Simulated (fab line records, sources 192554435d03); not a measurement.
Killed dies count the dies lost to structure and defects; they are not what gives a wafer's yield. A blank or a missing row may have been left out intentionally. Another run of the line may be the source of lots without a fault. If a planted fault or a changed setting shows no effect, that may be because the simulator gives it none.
fab line records ; flow n5_finfet
record: lots: 7; wafers: 39
route steps=1938 shown WELL_APT@47 FIN_SAQP@125 DUMMY_GATE@243 SPACER0@260 SD_EPI_P@314 HKMG_FIN@435 GATE_CUT@501 MOL_CONTACT_COAG@615 BEOL_M4@1111
start_h: the number of hours between the record's first day and the start of the first shown wafer of the lot ; wait_h: how many hours have passed since the lot's step before this one ; " identical to the entry in the row above ; L1.1+2: several wafers, shown together as one row ; - no value present, or no start provided ; * or withheld: withheld ; < > ~ a bound
route shown NAME@n: a module of which the file shows steps, and the number in the route of the first ; usual: average and standard deviation across the fault-free wafers ; same: alike in all rows ; chamber/n: place in a boat ; sites: readings site by site ; _std_site: how widely they spread, as a standard deviation ; _edge_site: the outer-site mean with the inner-site mean subtracted ; radius_mm: for every site, how far away it sits from the centre of the wafer ; mask NAME#n: copy n ; behind: the last tool/chamber to shape the wafer ; hold: cause of the lot's hold/its duration in hours/its outcome ; device: which transistor (n, p or np) failed to switch ; end of line: the tests these same wafers got at the end of their route ; where a step has no rows: the recipe by itself ; killed: at the first sort, the dies lost to defects and structure; wafer yield is something else ; map: a wafer's dies, marking killed ones x, the rest . and places with no die _
set.NAME: setting as actually run; set.NAME@STEP: the setting as run at that earlier step ; model.NAME: the simulator's own value behind a step, which no gauge read
lots with deliberately changed settings; one table per step, one row per wafer
== steps ==
step: N5_WELL_APT_IMPLANT_31
recipe: species: B; energy_kev: 60; dose_cm2: 1.5e+13; tilt_deg: 0; rotation_deg: 0
step: N5_FIN_SAQP_SPACER1_ALD_24
recipe: material: SiO2; target_thk_a: 203; temp_c: 300; ald_precursor_family: BDEAS; ald_co_reactant: O2-plasma; pulse_time_s: 1; purge_time_s: 2; co_reactant_purge_time_s: 2; ald_cycles: 218; pressure_torr: 2
step: N5_DUMMY_GATE_ETCH_31
recipe: chemistry: C4F6/O2; target: SiO2; mask_material: SOC; target_depth_a: 825; time_s: 27.5; ion_energy_ev: 250; pressure_mtorr: 30; source_w: 345; bias_w: 185; Ar_flow_sccm: 300; C4F6_flow_sccm: 10; O2_flow_sccm: 10
step: N5_DUMMY_GATE_ETCH_44
recipe: chemistry: HBr/O2; over_etch_frac: 0.7; target_depth_a: 1275; stop_on: SiO2; ion_energy_ev: 60; bias_w: 20; target: poly-Si; mask_material: SiO2; pressure_mtorr: 20; icp_w: 400; HBr_flow_sccm: 120; O2_flow_sccm: 10
step: N5_SPACER0_ALD_08
recipe: material: SiNx; target_thk_a: 20; temp_c: 400; ald_precursor_family: SiH2I2; ald_co_reactant: N2/H2-plasma; pressure_torr: 2
step: N5_SD_EPI_P_SD_RECESS_17
recipe: chemistry: HBr/Cl2/O2; target_depth_a: 391; bt_time_s: 3; pressure_mtorr: 10; icp_w: 800; bias_w: 112; HBr_flow_sccm: 150; Cl2_flow_sccm: 80; O2_flow_sccm: 12
step: N5_HKMG_FIN_ETCH_32
recipe: chemistry: N2/H2; target: SOC; target_depth_a: 2400; temp_c: 40; time_s: 300; ion_energy_ev: 200; mask_material: SiARC; pressure_mtorr: 30; source_w: 840; bias_w: 150; n2_flow_sccm: 200; h2_flow_sccm: 200
step: N5_GATE_CUT_CUT_ETCH_54
recipe: chemistry: Cl2/BCl3; target: TiN; mask_material: SiO2; target_depth_a: 967; pressure_mtorr: 10; icp_w: 1000; bias_w: 126; Cl2_flow_sccm: 53.25; bcl3_flow_sccm: 21.75; Ar_flow_sccm: 25; ends: cleared
step: N5_MOL_CONTACT_COAG_VIA_ETCH_117
recipe: chemistry: C4F6/O2; target_depth_a: 400; overetch_a: 80; mask_material: SOC; target: SiO2; bias_w: 455; pressure_mtorr: 10; time_s: 26; source_w: 325; Ar_flow_sccm: 300; C4F6_flow_sccm: 10; O2_flow_sccm: 10; ion_energy_ev: 575.3; ends: end_point
step: N5_BEOL_M4_RC_MEAS_101
usual: RS_PWELL: 3013/24
lot.wafer;tool;chamber;start_h;wait_h;set.energy_kev@WELL_APT_IMPLANT_31;set.ald_cycles@FIN_SAQP_SPACER1_ALD_24;set.target_depth_a@DUMMY_GATE_ETCH_31;set.target_depth_a@DUMMY_GATE_ETCH_44;set.target_thk_a@SPACER0_ALD_08;set.target_depth_a@SD_EPI_P_SD_RECESS_17;set.target_depth_a@HKMG_FIN_ETCH_32;set.icp_w@GATE_CUT_CUT_ETCH_54;set.target_depth_a@MOL_CONTACT_COAG_VIA_ETCH_117;RS_PWELL[ohm/sq]
L074.1;prober-02;0;172.82;0.0;60;218;825;1116;18.95;417.8;2400;1191;400;3004
L074.2;prober-02;0;172.82;0.0;62.26;218;825;1275;20;417.8;2400;1191;437.1;2931
L074.3;prober-02;0;172.82;0.0;62.26;218;825;1116;18.95;391;2400;1000;437.1;2917
L074.4;prober-02;0;172.82;0.0;60;181;825;1275;18.95;391;2400;1000;400;2969
L074.5;prober-02;0;172.82;0.0;60;181;825;1275;20;391;2400;1191;400;2983
L074.6;prober-02;0;172.82;0.0;62.26;181;825;1116;20;417.8;2400;1000;437.1;2924
L076.1;prober-02;0;179.65;0.0;60;232;825;1275;20;391;2121;1000;367;3017
L076.2;prober-02;0;179.65;0.0;60;218;825;1275;18.63;391;2121;938.1;400;3017
L076.3;prober-02;0;179.65;0.0;60;218;924.9;1275;20;391;2400;938.1;367;3018
L076.4;prober-02;0;179.65;0.0;60;218;825;1149;20;391;2400;938.1;400;3020
L076.5;prober-02;0;179.65;0.0;60;232;924.9;1149;18.63;391;2121;1000;367;3029
L076.6;prober-02;0;179.65;0.0;60;232;924.9;1149;18.63;391;2400;1000;400;3013
L078.1;prober-01;0;197.43;0.0;60;218;825;1275;20;391;2400;1000;400;3007
L078.2;prober-01;0;197.43;0.0;60;218;825;1275;20;391;2400;1000;400;3040
L078.5;prober-01;0;197.43;0.0;60;218;825;1275;20;391;2400;1000;400;2996
L080.1;prober-02;0;217.67;0.0;60;218;768.9;1435;20;419.5;2235;1000;373.3;2985
L080.2;prober-02;0;217.67;0.0;60;188;825;1435;20;419.5;2235;881.7;400;2999
L080.3;prober-02;0;217.67;0.0;66.23;218;768.9;1275;20;391;2235;1000;400;2874
L080.4;prober-02;0;217.67;0.0;60;188;825;1275;20;391;2400;881.7;373.3;3019
L080.5;prober-02;0;217.67;0.0;66.23;218;825;1275;20;419.5;2400;1000;373.3;2904
L080.6;prober-02;0;217.67;0.0;66.23;188;768.9;1435;20;391;2400;881.7;400;2899
L094.1;prober-02;0;305.07;0.0;66.53;218;869.5;1219;20;361.7;2635;1000;348.9;2902
L094.2;prober-02;0;305.07;0.0;66.53;218;825;1219;22.26;391;2635;856.3;348.9;2915
L094.3;prober-02;0;305.07;0.0;60;218;825;1219;20;391;2400;1000;400;3032
L094.4;prober-02;0;305.07;0.0;60;218;825;1275;22.26;361.7;2635;856.3;400;2997
L094.5;prober-02;0;305.07;0.0;60;218;869.5;1275;22.26;391;2400;1000;400;3009
L094.6;prober-02;0;305.07;0.0;66.53;218;869.5;1275;20;361.7;2400;856.3;348.9;2881
L093.1;prober-02;0;317.33;0.0;61.85;237;729;1275;20;391;2231;1000;427.1;2973
L093.2;prober-02;0;317.33;0.0;61.85;218;825;1275;20;366.2;2231;1000;400;2946
L093.3;prober-02;0;317.33;0.0;60;218;729;1275;20;366.2;2231;1049;400;3012
L093.4;prober-02;0;317.33;0.0;60;218;825;1275;20;391;2400;1000;400;2988
L093.5;prober-02;0;317.33;0.0;60;237;825;1275;20;391;2400;1049;427.1;3006
L093.6;prober-02;0;317.33;0.0;61.85;237;729;1275;20;366.2;2400;1049;427.1;2986
L097.1;prober-02;0;339.85;0.0;60;205;825;1275;20;391;2505;1000;400;2983
L097.2;prober-02;0;339.85;0.0;60;205;825;1275;22.63;391;2400;1000;400;2980
L097.3;prober-02;0;339.85;0.0;60;205;744.5;1275;22.63;391;2400;1000;400;2928
L097.4;prober-02;0;339.85;0.0;60;218;825;1275;20;391;2505;1000;400;2948
L097.5;prober-02;0;339.85;0.0;60;218;744.5;1275;20;391;2400;1000;400;2982
L097.6;prober-02;0;339.85;0.0;60;218;744.5;1275;22.63;391;2505;1000;400;2982
== key ==
split: step: N5_WELL_APT_IMPLANT_31; setting: energy_kev; stated_as: 60
response: step: N5_BEOL_M4_RC_MEAS_101; reading: RS_PWELL; slope: -11; per: 1%; together_with: all; explained: 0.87
split: step: N5_FIN_SAQP_SPACER1_ALD_24; setting: ald_cycles; stated_as: 218
response none clear
split: step: N5_DUMMY_GATE_ETCH_31; setting: target_depth_a; stated_as: 825
response none clear
split: step: N5_DUMMY_GATE_ETCH_44; setting: target_depth_a; stated_as: 1275
response none clear
split: step: N5_SPACER0_ALD_08; setting: target_thk_a; stated_as: 20
response none clear
split: step: N5_SD_EPI_P_SD_RECESS_17; setting: target_depth_a; stated_as: 391
response none clear
split: step: N5_HKMG_FIN_ETCH_32; setting: target_depth_a; stated_as: 2400
response none clear
split: step: N5_GATE_CUT_CUT_ETCH_54; setting: icp_w; stated_as: 1000
response none clear
split: step: N5_MOL_CONTACT_COAG_VIA_ETCH_117; setting: target_depth_a; stated_as: 400
response none clear
